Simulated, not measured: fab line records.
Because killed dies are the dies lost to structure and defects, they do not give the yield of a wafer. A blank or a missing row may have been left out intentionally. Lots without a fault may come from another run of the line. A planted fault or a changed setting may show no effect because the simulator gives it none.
Which tool was responsible? -- flow nand harc -- 12 lots, 36 wafers sampled, at 3 steps of a route of 1159

## WHAT THE GAUGES SHOWED, per wafer
NHARC_A_SGD_CUT_INSPECT_11.
lot,measured,on,raw defect count
L074,day 14 06:14,defect inspect-02,8 7 5
L078,day 14 07:01,defect inspect-01,19 24 27
L079,day 14 16:38,defect inspect-01,6 4 9
L081,day 15 15:38,defect inspect-02,6 13 4
L083,day 16 04:38,defect inspect-01,6 9 9
L087,day 16 22:08,defect inspect-01,12 7 10
L085,day 17 04:38,defect inspect-01,22 33 23
L089,day 17 20:38,defect inspect-01,35 29 24
L091,day 17 19:11,defect inspect-02,38 26 38
L095,day 19 01:31,defect inspect-01,29 27 35
L093,day 19 03:26,defect inspect-02,20 14 15
L097,day 19 14:05,defect inspect-02,19 15 12

## TOOL THAT RAN EACH LOT (tool first, then ch and the chambers of the sampled wafers, then the start)
lot,NHARC_A_STAIRCASE_STRIP_476,NHARC_A_STAIRCASE_CMP_450
L074,"rie diel-07 ch 1,2, day 12 08:39","cmp-01 ch 0,1, day 14 03:18"
L078,"rie diel-07 ch 1,3, day 12 12:50","cmp-01 ch 0,2,3, day 14 04:21"
L079,"rie diel-02 ch 0,1,2, day 12 23:16","cmp-03 ch 0,3, day 14 13:44"
L081,"rie diel-07 ch 0,1,3, day 13 15:25","cmp-01 ch 0,1, day 15 12:55"
L083,"rie diel-06 ch 0,1,2, day 14 08:01","cmp-03 ch 0,2, day 16 01:55"
L087,"rie diel-06 ch 0,2,3, day 15 04:42","cmp-02 ch 0,2,3, day 16 19:10"
L085,"rie diel-02 ch 0,1,2, day 15 09:43","cmp-01 ch 1,2, day 17 01:58"
L089,"rie diel-06 ch 0,1,2, day 15 20:05","cmp-02 ch 0,2,3, day 17 17:46"
L091,"rie diel-07 ch 0,2,3, day 15 22:32","cmp-01 ch 0,1,2, day 17 16:21"
L095,"rie diel-07 ch 0,1,2, day 17 05:49","cmp-02 ch 1,2,3, day 18 22:46"
L093,"rie diel-06 ch 1,3, day 17 07:55","cmp-03 ch 1,2,3, day 19 00:41"
L097,"rie diel-06 ch 1,3, day 17 16:53","cmp-01 ch 0,2,3, day 19 11:28"
- NHARC_A_STAIRCASE_STRIP_476: strips in O2, time 20 s.
- NHARC_A_STAIRCASE_CMP_450: polishes SiO2, target thk 200 nm.

## THE ANSWER, worked out from the rows above alone
Rule: what is usual is taken from the lots themselves. Put in order of their means at a reading, lots are off if they are a third of the lots or fewer, leave a main group of 4 or more, and stand apart from it by a gap of 3 or more times the standard deviation of the main group's means; of several such gaps the widest counts. If all means in a main group match to the digits the tables above print for the reading, that group is not used. Also off: a lot with no number at a reading for which 4 or more lots have one. All remaining lots with rows at the step are treated as sound.
Across all readings shown, no lot is off: no conclusion can be drawn from this.

## WHAT WAS PUT IN BY THE SIMULATOR
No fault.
